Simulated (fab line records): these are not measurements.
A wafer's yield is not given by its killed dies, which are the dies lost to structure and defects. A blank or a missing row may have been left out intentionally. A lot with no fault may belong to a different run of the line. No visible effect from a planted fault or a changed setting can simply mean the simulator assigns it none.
Chamber matching | flow n5Finfet | 3 sister chambers for N5_BEOL_M3_DEP_57 on pecvd-03
The step deposits SiCN from 3MS/NH3, target thk 8 nm, time 14 s. 6 wafers are shown with their chamber, then 10 later ones without.

## WAFERS, EACH WITH ITS CHAMBER
wafer  | chamber | showerheadPlenumPTorr (Torr) | throttleValvePct (%)
L084.2 | 1       | 3.652                        | 9.3
L085.2 | 1       | 3.650                        | 9.5
L085.3 | 0       | 3.672                        | 9.3
L085.6 | 0       | 3.669                        | 9.3
L086.1 | 2       | 3.654                        | 8.3
L086.4 | 2       | 3.645                        | 8.1

## WAFERS WITHOUT THEIR CHAMBER
wafer  | showerheadPlenumPTorr (Torr) | throttleValvePct (%)
L086.6 | 3.655                        | 9.2
L089.2 | 3.673                        | 9.4
L089.4 | 3.649                        | 7.9
L089.5 | 3.673                        | 9.3
L090.1 | 3.647                        | 9.3
L090.4 | 3.669                        | 9.4
L090.5 | 3.647                        | 8.2
L093.1 | 3.659                        | 9.4
L093.3 | 3.647                        | 8.2
L093.5 | 3.651                        | 8.2

## WHICH CHAMBER EACH WENT THROUGH
wafer  | from the rows above     | in truth
L086.6 | 1                       | 1
L089.2 | 0                       | 0
L089.4 | 2                       | 2
L089.5 | 0                       | 0
L090.1 | 1                       | 1
L090.4 | 0                       | 0
L090.5 | 2                       | 2
L093.1 | can't be placed: 1 or 0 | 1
L093.3 | 2                       | 2
L093.5 | 2                       | 2
9 of 10 placed correctly. Can't be placed from these rows: 1 (the true chamber is among the candidates in 1). Wrongly placed: 0.
How it was worked out, from the rows above alone: a wafer's distance from a chamber is the root of the sum, over the readings, of the square of ((its reading less the chamber's mean) divided by the reading's scatter). The wafer belongs to the nearest chamber; if the next one is less than 2 further off, it can't be placed. Each chamber's mean is taken over the wafers shown for it. The scatter: the root of (the sum of the squares of (reading less its chamber's mean) over the shown wafers, divided by (wafers less chambers)).
